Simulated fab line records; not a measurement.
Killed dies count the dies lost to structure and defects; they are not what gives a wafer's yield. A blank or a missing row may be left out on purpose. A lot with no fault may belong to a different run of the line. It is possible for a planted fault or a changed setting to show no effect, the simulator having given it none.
Which of the tools did it? + flow n5Finfet + 8 lots with 24 wafers sampled at 6 steps, on a route of 1938 steps

## WHAT EACH GAUGE READ, for each wafer
N5_GATE_CUT_THK_MEAS_24.
| lot  | measured     | on           | GC_FILL_THK (nm)  |
|------|--------------|--------------|-------------------|
| L326 | day 4 15:30  | filmMetro-01 | 220.8 219.3 219.6 |
| L333 | day 6 08:28  | filmMetro-02 | 218.5 220.0 220.9 |
| L334 | day 6 17:04  | filmMetro-01 | 222.9 220.0 224.2 |
| L339 | day 7 22:36  | filmMetro-02 | 295.3 295.9 297.5 |
| L341 | day 8 08:38  | filmMetro-02 | 289.6 289.3 290.0 |
| L343 | day 8 18:59  | filmMetro-02 | 220.0 218.2 222.1 |
| L347 | day 9 21:05  | filmMetro-01 | 222.6 221.7 224.0 |
| L348 | day 10 04:22 | filmMetro-01 | 217.4 219.2 219.5 |

## TOOL THAT RAN EACH LOT (tool first, then ch and the chambers of the sampled wafers, then the start)
| lot  | N5_GATE_CUT_STRIP_59             | N5_GATE_CUT_HM_DEP_46          | N5_GATE_CUT_HM_OPEN_40           | N5_GATE_CUT_ETCH_47              | N5_GATE_CUT_VAPOR_ETCH_51        |
|------|----------------------------------|--------------------------------|----------------------------------|----------------------------------|----------------------------------|
| L326 | rieDiel-06 ch 0,1,3, day 4 09:34 | pecvd-02 ch 0,1,2, day 4 12:25 | rieDiel-03 ch 1,2,3, day 4 13:02 | rieMetal-03 ch 0,1, day 4 13:25  | rieMetal-03 ch 0,1, day 4 13:31  |
| L333 | rieDiel-06 ch 0,1,3, day 6 02:08 | pecvd-01 ch 0,2, day 6 05:16   | rieDiel-06 ch 0,2,3, day 6 06:00 | rieMetal-03 ch 0,1, day 6 06:23  | rieMetal-03 ch 0,1, day 6 06:28  |
| L334 | rieDiel-01 ch 1,3, day 6 11:01   | pecvd-02 ch 0,1, day 6 13:52   | rieDiel-01 ch 1,2,3, day 6 14:37 | rieMetal-03 ch 0,1, day 6 14:59  | rieMetal-03 ch 0,1, day 6 15:05  |
| L339 | rieDiel-03 ch 0,1,2, day 7 15:55 | pecvd-02 ch 0,1, day 7 18:46   | rieDiel-06 ch 1,3, day 7 19:26   | rieMetal-02 ch 0, day 7 19:49    | rieMetal-02 ch 0, day 7 19:55    |
| L341 | rieDiel-01 ch 1,2,3, day 8 02:37 | pecvd-02 ch 0,1,2, day 8 05:26 | rieDiel-03 ch 0,2,3, day 8 06:11 | rieMetal-02 ch 0,1, day 8 06:34  | rieMetal-02 ch 0,1, day 8 06:40  |
| L343 | rieDiel-03 ch 1,2,3, day 8 12:56 | pecvd-01 ch 0,1, day 8 15:46   | rieDiel-03 ch 1,2,3, day 8 16:32 | rieMetal-03 ch 0,1, day 8 16:55  | rieMetal-03 ch 0,1, day 8 17:00  |
| L347 | rieDiel-06 ch 0,1,3, day 9 15:10 | pecvd-01 ch 0,1,2, day 9 17:59 | rieDiel-03 ch 0,1, day 9 18:36   | rieMetal-01 ch 0,1, day 9 18:59  | rieMetal-01 ch 0,1, day 9 19:05  |
| L348 | rieDiel-01 ch 0,1,3, day 9 22:21 | pecvd-01 ch 0,2, day 10 01:10  | rieDiel-03 ch 0,3, day 10 01:55  | rieMetal-01 ch 0,1, day 10 02:18 | rieMetal-01 ch 0,1, day 10 02:23 |
- N5_GATE_CUT_STRIP_59: strips in N2/H2, time 20 s.
- N5_GATE_CUT_HM_DEP_46: deposits SiO2 from TEOS/O2, target thk 130 nm, time 26.6 s.
- N5_GATE_CUT_HM_OPEN_40: chemistry C4F6/O2, target SiO2, target depth 139 nm, time 85.1 s.
- N5_GATE_CUT_ETCH_47: etches SiO2 in Cl2/BCl3, target depth 10 nm.
- N5_GATE_CUT_VAPOR_ETCH_51: etches HfO2 in BCl3/Cl2.

## THE ANSWER, worked out from the rows above alone
Rule: the lots themselves supply what counts as usual. Put in order of their means at a reading, lots are off if they are a third of the lots or fewer, leave a main group of 4 or more, and stand apart from it by a gap of 3 or more times the standard deviation of the main group's means; of several such gaps the widest counts. A main group whose means are all the same, to the digits that the tables above print for the reading, isn't used. Also off: a lot with no number at a reading for which 4 or more lots have one. The other lots that the step has rows for count as sound.
Off: at N5_GATE_CUT_THK_MEAS_24 (GC_FILL_THK), L339, L341. Main group: mean 220.6 nm, sd 1.5.
If a tool, at a process step before that reading, ran all the lots that are off and no sound lot after the first of them, it fits. Those tools and the gauges at N5_GATE_CUT_THK_MEAS_24 are tried in the same way. This does not decide it: 2 tools fit, namely pecvd-02 at N5_GATE_CUT_HM_DEP_46 and rieMetal-02 at N5_GATE_CUT_ETCH_47 and N5_GATE_CUT_VAPOR_ETCH_51.

## WHAT THE SIMULATOR PUT IN
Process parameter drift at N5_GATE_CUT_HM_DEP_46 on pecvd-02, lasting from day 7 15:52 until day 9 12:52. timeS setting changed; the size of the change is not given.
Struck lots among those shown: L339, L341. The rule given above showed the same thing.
